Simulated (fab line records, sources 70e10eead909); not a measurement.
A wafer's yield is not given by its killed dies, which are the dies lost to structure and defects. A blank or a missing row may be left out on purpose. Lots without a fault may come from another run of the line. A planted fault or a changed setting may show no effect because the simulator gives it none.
Chamber matching || flow nand harc || cmp-02 running NHARC_P_M1_CMP_23: 4 sister chambers
The step polishes, t overpolish 20 s, target thk 157.82 nm. 7 wafers are shown with their chamber, then 7 later ones without.

WAFERS PAIRED WITH THEIR CHAMBERS
{"wafer": "L082.5", "chamber": 3, "motor current A (A)": 12.4, "time to endpoint s (s)": 23.1}
{"wafer": "L085.5", "chamber": 3, "motor current A (A)": 11.8, "time to endpoint s (s)": 22.8}
{"wafer": "L086.2", "chamber": 1, "motor current A (A)": 9.2, "time to endpoint s (s)": 27.5}
{"wafer": "L086.4", "chamber": 0, "motor current A (A)": 13.3, "time to endpoint s (s)": 31.9}
{"wafer": "L086.6", "chamber": 2, "motor current A (A)": 10.6, "time to endpoint s (s)": 28.6}
{"wafer": "L089.1", "chamber": 0, "motor current A (A)": 13.7, "time to endpoint s (s)": 30.5}
{"wafer": "L089.4", "chamber": 2, "motor current A (A)": 10.5, "time to endpoint s (s)": 25.8}

WAFERS MISSING THEIR CHAMBER
{"wafer": "L089.5", "motor current A (A)": 9.5, "time to endpoint s (s)": 25.3}
{"wafer": "L093.2", "motor current A (A)": 9.3, "time to endpoint s (s)": 26.1}
{"wafer": "L093.3", "motor current A (A)": 11.4, "time to endpoint s (s)": 26.3}
{"wafer": "L093.5", "motor current A (A)": 8.9, "time to endpoint s (s)": 24.4}
{"wafer": "L094.1", "motor current A (A)": 10.7, "time to endpoint s (s)": 27.1}
{"wafer": "L094.4", "motor current A (A)": 11.8, "time to endpoint s (s)": 24.4}
{"wafer": "L094.6", "motor current A (A)": 13.4, "time to endpoint s (s)": 28.1}

CHAMBER TAKEN BY EACH
{"wafer": "L089.5", "from the rows above": "can't be placed: 1 or 2", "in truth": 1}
{"wafer": "L093.2", "from the rows above": 1, "in truth": 1}
{"wafer": "L093.3", "from the rows above": "can't be placed: 2 or 3", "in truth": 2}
{"wafer": "L093.5", "from the rows above": 1, "in truth": 1}
{"wafer": "L094.1", "from the rows above": 2, "in truth": 2}
{"wafer": "L094.4", "from the rows above": 3, "in truth": 3}
{"wafer": "L094.6", "from the rows above": 0, "in truth": 0}
Correctly placed: 5 of 7. Unplaceable from these rows: 2, with the true chamber sitting among the candidates in 2. Wrongly placed: 0.
How it was worked out, from the rows above alone: a wafer's distance from a chamber is the root of the sum, over the readings, of the square of ((its reading less the chamber's mean) divided by the reading's scatter). The wafer belongs to the nearest chamber; if the next one is less than 2 further off, it can't be placed. The mean given for a chamber averages the wafers shown for that chamber. The scatter: take each reading less its chamber's mean, square it, sum over the shown wafers, divide by the number of wafers less the number of chambers, and take the root.
